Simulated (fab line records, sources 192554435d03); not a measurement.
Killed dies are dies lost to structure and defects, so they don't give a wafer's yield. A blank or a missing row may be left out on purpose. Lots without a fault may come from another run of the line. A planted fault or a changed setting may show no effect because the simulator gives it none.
A struck lot beside a sound one | flow n5_finfet | 38 steps out of a route of 1938
Sound: wafers L749.1, L749.3, L749.5. Struck: wafer L738.4. (L738.2 of the same lot was not struck and is left out.) The cause comes at the end.
At each step with rows: each side's tool, then ch and its chambers, then its first start. Under that, the readings that differ: sound wafers | struck wafers | difference of the means | sigmas: that difference in standard deviations of wafers without a fault.
alike: readings whose means differ by less than 2 such deviations, and words and numbers that are the same on both sides. not compared: withheld readings, readings that some wafer has no value for, bounds like >300 that may hide the same value, and numbers for which the record gives no deviation and whose values overlap.
The two part at a step that has a row with sigmas, a row that says differs or no value, or rows on one side only. Numbers that don't overlap but have no deviation are shown without sigmas and don't part them. A reading that every wafer of one side lacks parts them only if that side has two wafers or more.

first, 9 steps without rows for these wafers: N5_BEOL_M6_DESCUM_33 (chemistry O2, time 7 s); N5_BEOL_M6_ETCH_72 (etches underlayer in N2/H2, target depth 6.5 nm, time 5.2 s); N5_BEOL_M6_ETCH_65 (etches SiARC in CF4, target depth 15.6 nm, time 26 s); N5_BEOL_M6_ETCH_66 (etches SOC in N2/H2, target depth 80 nm, overetch 16 nm, time 120 s); N5_BEOL_M6_STRIP_69 (strips in N2/H2); N5_BEOL_M6_STRIP_73 (strips in N2/H2); N5_BEOL_M6_VIA_ETCH_34 (etches SiCOH lowk in C4F6/O2, target depth 126.3 nm, time 50.9 s); N5_BEOL_M6_STRIP_76 (strips in C4F6/O2); N5_BEOL_M6_STRIP_36 (strips in N2/H2).
N5_BEOL_M6_TRENCH_ETCH_37: etches SiCOH lowk in C4F6/O2, target depth 94.435 nm, time 31.5 s.
  sound on rie_diel-01 ch 1,3, day 14 15:40; struck on rie_diel-01 ch 3, day 11 17:28
  reading                                    | sound             | struck | difference | sigmas
  run_length_s (s)                           | 55.0 54.0 55.1    | 60.2   | +5.5       | +14
  model.BEOL_M6.feature_depth_nm (nm)        | 95.8 94 95.2      | 110.4  | +15.4      |
  model.etch.depth_nm (nm)                   | 95.76 94.03 95.19 | 110.4  | +15.4      |
  model.TiN_of_BEOL_M6_HM_DEP_02.thk_nm (nm) | 17.2 17 17        | 16.8   | -0.3       |
  alike: drypump_motor_current_A, mfc_ar_sccm, oes_product_au, rf_vpp_V, showerhead_plenum_p_Torr, throttle_valve_pct
  not compared: rf_hours_counter_h
then, 2 steps without rows for these wafers: N5_BEOL_M6_ETCH_41 (etches SiCN in CH3F/O2, target depth 29.7 nm, time 52 s); N5_BEOL_M6_STRIP_80 (strips in N2/H2, time 10 s).
N5_BEOL_M6_OCD_MEAS_38:
  sound on ocd-02, day 14 15:50; struck on ocd-02, day 11 17:38
  reading              | sound          | struck | difference | sigmas
  trench_depth_nm (nm) | 95.8 93.9 95.5 | 110.2  | +15.1      | +12
then, 13 steps without rows for these wafers: N5_BEOL_M6_HM_STRIP_39 (strips TiN in peroxide tin strip, target depth 25 nm, time 158 s); N5_BEOL_M6_SRD_40 (time 30 s); N5_BEOL_M6_PRECLEAN_42 (cleans in residue remover, time 60 s); N5_BEOL_M6_SRD_43 (time 30 s); N5_BEOL_M6_CURE_75 (cures SiCOH lowk, time 120 s); N5_BEOL_M6_DEGAS_44 (time 60 s); N5_BEOL_M6_PRE_CLEAN_45 (time 30 s); N5_BEOL_M6_ALD_77 (deposits TaN, target thk 2 nm, pulse time 2 s, purge time 3 s); N5_BEOL_M6_SURFACE_TREAT_79; N5_BEOL_M6_CVD_78 (deposits Co from CCTBA/H2, target thk 2 nm, time 142.3 s); N5_BEOL_M6_SPUTTER_48 (material Cu, target thk 10 nm, time 1.667 s); N5_BEOL_M6_ECD_50 (material Cu, target thk 300 nm); N5_BEOL_M6_ANNEAL_51 (time 90 s).
N5_BEOL_M6_CMP_52: polishes, stops on SiCOH lowk, t overpolish 6.9 s, target thk 80 nm.
  sound on cmp-03 ch 0,1, day 14 19:34; struck on cmp-03 ch 1, day 11 21:08
  reading                                | sound    | struck | difference | sigmas
  model.Cu_of_BEOL_M6_ECD_50.thk_nm (nm) | 83 80 81 | 96.2   | +14.9      |
  alike: barrier_field_endpoint_s, motor_current_A, overpolish_run_s, slurry_flow_ml_min, time_to_endpoint_s
  not compared: pad_life_wafers
N5_BEOL_M6_THK_MEAS_53: measures by xrf.
  sound on film_metro-02, day 14 19:52; struck on film_metro-02, day 11 21:23
  reading     | sound          | struck | difference | sigmas
  M6_THK (nm) | 82.0 79.0 79.6 | 96.3   | +16.1      | +10
then, 2 steps without rows for these wafers: N5_BEOL_M6_PRE_CLEAN_55 (time 15 s); N5_BEOL_M6_DEP_56 (deposits SiCN from 3MS/NH3, target thk 10 nm, time 17.5 s).
N5_BEOL_M6_RS_MEAS_57: measures by four-point-probe.
  sound on film_metro-02, day 14 19:59; struck on film_metro-01, day 11 21:31
  reading        | sound             | struck | difference | sigmas
  M6_RS (ohm/sq) | 0.274 0.286 0.282 | 0.231  | -0.050     | -8
then, 5 steps without rows for these wafers: N5_BEOL_M7_ILD_DEP_00 (deposits SiCOH lowk from DEMS/porogen, target thk 179.75 nm, time 33.4 s); N5_BEOL_M7_CURE_74 (cures SiCOH lowk, time 240 s); N5_BEOL_M7_PECVD_70 (deposits SiO2 from TEOS/O2, target thk 20 nm, time 22.7 s); N5_BEOL_M7_HM_DEP_02 (deposits TiN, target thk 20 nm); N5_BEOL_M7_COAT_59 (time 60 s, resist thk 100 nm).
-- the record jumps here: 3 days lie between the struck wafers' starts before and after (it left off in module BEOL_M7 and takes up again in module BEOL_M15, whose first step shown is number 1830 of the route) --
N5_BEOL_M15_RC_MEAS_101:
  sound on prober-01 ch 0, day 17 21:07; struck on prober-01 ch 0, day 14 22:53
  reading                   | sound                   | struck | difference | sigmas
  COMB_M15 (S/m)            | 2.4e-12 1.8e-12 1.4e-12 | 3e-12  | +1e-12     | +2
  SERP_M11 (ohm/um)         | 3.19 3.08 3.00          | 2.93   | -0.16      | -2
  SERP_M6 (ohm/um)          | 13.4 14.2 13.6          | 11.0   | -2.7       | -7
  SERP_M6_max_site (ohm/um) | 13.8 14.8 14.4          | 11.4   | -2.9       | -7
  alike: COMB_M10, COMB_M11, COMB_M12, COMB_M13, COMB_M14, COMB_M5, COMB_M7, COMB_M8, COMB_M9, SERP_M10, SERP_M12, SERP_M13, SERP_M13_max_site, SERP_M14, SERP_M5, SERP_M7, SERP_M8, SERP_M9
N5_PASSIVATION_PROBE_49:
  the record has rows for the struck wafers here (prober-02, day 15 10:47) and none for the sound ones

WHERE THEY PART
First at N5_BEOL_M6_TRENCH_ETCH_37; last, within this record, at N5_PASSIVATION_PROBE_49.

WHY: what the simulator had put in
Process parameter drift: rie_diel-01, from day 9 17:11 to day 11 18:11, at N5_BEOL_M6_TRENCH_ETCH_37. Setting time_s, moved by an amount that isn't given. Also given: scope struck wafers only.
